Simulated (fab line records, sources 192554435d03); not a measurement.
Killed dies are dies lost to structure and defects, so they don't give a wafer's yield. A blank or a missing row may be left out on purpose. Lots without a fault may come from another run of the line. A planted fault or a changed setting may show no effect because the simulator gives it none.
Problem report in the 8D (eight disciplines) form, filled by code | flow n5_finfet | the parts of the form that need people (team, actions taken, sign-off) are left out

1. THE PROBLEM
susceptor_temp_C at N5_BEOL_M13_ILD_DEP_00 reads a mean of 353.39 C on 6 wafers of 2 lots; wafers without a fault read 350.02 C with a standard deviation of 0.2. That is +17 standard deviations from the usual mean.
The step: deposits SiOC from DEMS/O2, target thk 837.92 nm, time 166.4 s.
First seen on wafer L179.3, day 13 21:57, on pecvd-01. The record holds 30 wafers of 10 lots with a number at this step. Rule for "out", or "out of limits": more than 4 standard deviations from the usual mean. The other wafers with a number count as sound.

2. WHAT IT IS AND WHAT IT IS NOT
question                    | is                     | is not
which readings at this step | susceptor_temp_C       | showerhead_plenum_p_Torr, throttle_valve_pct
which lots                  | L179, L186             | L172, L173, L176, L178, L181, L189, L190, L191
which wafers of those lots  | all that have a number | -
read on which tools         | pecvd-01               | pecvd-03
when                        | from day 13 21:57      | up to then (12 sound wafers); but 12 sound wafers of L181, L189, L190, L191 came after

3. SUSPECTS, AND WHAT RULES EACH OUT
Counting: a tool at a process step up to the reading stays a suspect if it ran every lot that is out and no sound lot after the first of them.
- pecvd-04 at N5_BEOL_M12_DEP_53 (deposits SiCN from 3MS/NH3, target thk 30 nm, time 10.5 s): ruled out as a lasting fault. Sound lots L181, L190, L189 ran on it after its first lot that is out, L179 (day 13 21:49).
- pecvd-01 at N5_BEOL_M13_ILD_DEP_00 (deposits SiOC from DEMS/O2, target thk 837.92 nm, time 166.4 s): kept. It ran every lot that is out, first L179 (day 13 21:57), and no sound lot after that; its last sound lot up to then is L178 (day 13 08:01). Its own readings are out on those wafers: susceptor_temp_C.
Left after counting: pecvd-01 at N5_BEOL_M13_ILD_DEP_00.

4. THE CAUSE (what the simulator had put in)
Process parameter drift: pecvd-01, from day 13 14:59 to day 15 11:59, at N5_BEOL_M13_ILD_DEP_00. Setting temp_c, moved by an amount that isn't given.
Counting left only this tool.

5. THE CHAIN OF EFFECTS, in route order
Each row: a reading whose mean over the struck wafers that have a number lies more than 3 standard deviations from the usual. Only readings for which the record gives a usual standard deviation are gone through. hours: the time from each lot's start at the first step in this table that gives one to its start at this step, as a median over the lots. sigmas: the change in usual standard deviations.
hours | step                   | reading          | usual    | on struck wafers | change | sigmas
0     | N5_BEOL_M13_ILD_DEP_00 | susceptor_temp_C | 350.02 C | 353.39           | +3.37  | +17
The process steps in it:
- N5_BEOL_M13_ILD_DEP_00: deposits SiOC from DEMS/O2, target thk 837.92 nm, time 166.4 s.

6. WHAT WOULD HAVE CAUGHT IT SOONER
In this record the first reading out of limits was taken at day 13 21:57, 7 hours after the fault began at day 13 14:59.
